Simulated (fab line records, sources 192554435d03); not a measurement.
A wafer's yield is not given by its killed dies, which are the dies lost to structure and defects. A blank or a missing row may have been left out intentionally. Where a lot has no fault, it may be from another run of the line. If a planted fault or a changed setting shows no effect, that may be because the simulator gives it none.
Chamber matching ; flow n5-finfet ; 4 sister chambers for N5_FIN_SAQP_SPACER2_ALD_28 on ald-sin-02
The step deposits SiO2, target thk 8.1 nm, pulse time 1 s, purge time 2 s. 20 wafers are shown with their chamber, then 10 later ones without.

## EACH WAFER AND ITS CHAMBER
wafer;chamber;heater-power-w (W);precursor-pulse-height-rel
L075.2;0;557;0.987
L075.4;2;495;1.016
L075.6;2;504;0.993
L076.2;0;568;1.043
L076.3;3;522;1.008
L076.5;3;519;0.997
L077.1;2;500;1.034
L077.2;1;483;0.979
L077.5;2;517;0.999
L081.2;2;509;1.004
L081.4;0;556;0.978
L081.5;0;556;0.980
L084.2;1;481;0.994
L084.4;2;506;1.007
L084.6;2;509;1.023
L086.3;1;476;1.000
L086.4;2;503;1.013
L086.5;1;471;0.991
L090.3;0;556;0.988
L090.4;1;491;0.991

SIGNATURES (means of the wafers above)
reading;chamber 0;chamber 1;chamber 2;chamber 3;scatter within a chamber
heater-power-w;558.60;480.40;505.38;520.50;6.37
precursor-pulse-height-rel;0.99520;0.99100;1.01113;1.00250;0.0167
Rule: for each reading, subtract the chamber's mean from the wafer's reading, divide by that reading's scatter and square the result; add these up over the readings and take the root, which gives the wafer's distance from the chamber. If the next closest chamber is less than 2 further off than the closest, the wafer can't be placed; otherwise it belongs to the closest. The scatter: take each reading less its chamber's mean, square it, sum over the shown wafers, divide by the number of wafers less the number of chambers, and take the root.

## WAFERS WITH NO CHAMBER GIVEN
wafer;heater-power-w (W);precursor-pulse-height-rel
L090.5;563;0.953
L092.1;493;0.974
L092.2;543;1.005
L092.3;485;1.029
L093.2;487;1.014
L093.3;530;0.983
L093.4;572;1.029
L097.2;476;0.988
L097.4;527;0.969
L097.5;508;1.030

## EACH ONE'S CHAMBER
wafer;from the rows above;in truth
L090.5;0;0
L092.1;can't be placed: 1 or 2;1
L092.2;can't be placed: 0 or 3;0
L092.3;can't be placed: 1 or 2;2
L093.2;can't be placed: 1 or 2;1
L093.3;3;3
L093.4;0;0
L097.2;1;1
L097.4;can't be placed: 3 or 2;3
L097.5;can't be placed: 2 or 3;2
Placed correctly: 4 of 10. Not placeable from these rows: 6 (in 6, the candidates include the true chamber). Placed wrongly: 0.
